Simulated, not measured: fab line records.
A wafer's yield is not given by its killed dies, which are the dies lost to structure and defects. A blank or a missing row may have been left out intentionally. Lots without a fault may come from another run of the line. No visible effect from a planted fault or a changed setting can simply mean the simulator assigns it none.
3 desks, one fault + flow n5-finfet + what lay behind the numbers comes last; until then each desk has only its own

AT THE METROLOGY DESK
Lot by lot, what the gauges showed, no matter which tool ran the lot: averages of those sampled wafers that carry a number. The brackets show how far a lot's mean lies from the usual mean; more than 4 standard deviations puts the lot out of limits, marked OUT.
Columns: A = cd-nm at N5_ZERO_LAYER_CD_MEAS_11, usual 2001.0 nm; B = cd-nm at N5_WELL_APT_CD_MEAS_08, usual 199.8 nm; C = NWELL_OVL at N5_WELL_APT_OVL_MEAS_09, usual -1 nm
| lot  | first seen here | A      | B     | C  |
|------|-----------------|--------|-------|----|
| L219 | day 2 06:39     | 2004.4 | 201.0 | 1  |
| L222 | day 3 00:40     | 1999.4 | 202.2 | 0  |
| L223 | day 3 06:46     | 2003.7 | 201.0 | 1  |
| L226 | day 4 00:47     | 1999.8 | 199.5 | 5  |
| L237 | day 6 19:59     | 2004.2 | 196.7 | 0  |
| L238 | day 7 00:38     | 2003.6 | 194.1 | -5 |
Result from this desk: across the 6 lots, nothing is out of limits.

AT THE TOOL OWNER'S DESK: litho-track-04
The tool's own readings at N5_WELL_APT_COAT_02 (resist thk 950 nm): means of the sampled wafers that have a number, for each lot that ran on this tool. The brackets show how far a lot's mean lies from the usual mean; more than 4 standard deviations puts the lot out of limits, marked OUT.
Columns: A = spin-speed-rpm at N5_WELL_APT_COAT_02, usual 1357.0 rpm
| lot  | first seen here | A                |
|------|-----------------|------------------|
| L222 | day 3 01:20     | 1357.0           |
| L226 | day 4 01:26     | 1357.1           |
| L237 | day 6 20:38     | 1300.4 (-57) OUT |
| L238 | day 7 01:20     | 1299.6 (-57) OUT |
This desk's verdict: out of limits on L237, L238, starting with L237 at day 6 20:38 (spin-speed-rpm at N5_WELL_APT_COAT_02). L222, L226: within limits.

THE DEFECT DESK
Inspection counts along the route, by lot: the mean over sampled wafers that carry a number. The brackets show how far a lot's mean lies from the usual mean; more than 4 standard deviations puts the lot out of limits, marked OUT.
Columns: A = raw-defect-count at N5_ZERO_LAYER_INSPECT_20, usual 35; B = raw-defect-count at N5_WELL_APT_INSPECT_10, usual 2.0
| lot  | first seen here | A  | B   |
|------|-----------------|----|-----|
| L219 | day 2 07:56     | 37 | 2.7 |
| L222 | day 3 01:18     | 22 | 1.7 |
| L223 | day 3 07:38     | 40 | 1.0 |
| L226 | day 4 01:24     | 50 | 0.7 |
| L237 | day 6 20:36     | 32 | 1.3 |
| L238 | day 7 01:18     | 25 | 2.7 |
Result from this desk: across the 6 lots, nothing is out of limits.

ALL TOGETHER
The tool owner's desk could have raised an alarm at day 6 20:38, on L237, L238.
At the metrology desk, nothing out of limits was observed.
Nothing the defect desk looked at was out of limits.
The metrology desk has L237, L238 on record, within its limits.
The defect desk has L237, L238 on record, within its limits.
The lots listed all ran N5_WELL_APT_COAT_02 on litho-track-04.

WHAT THE SIMULATOR HAD INSERTED
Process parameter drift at N5_WELL_APT_COAT_02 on litho-track-04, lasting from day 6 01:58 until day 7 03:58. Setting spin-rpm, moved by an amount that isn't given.
Lots struck among those shown: L237, L238.
Time in hours from fault onset to the first out-of-limits reading at each desk: the tool owner's desk, 19.
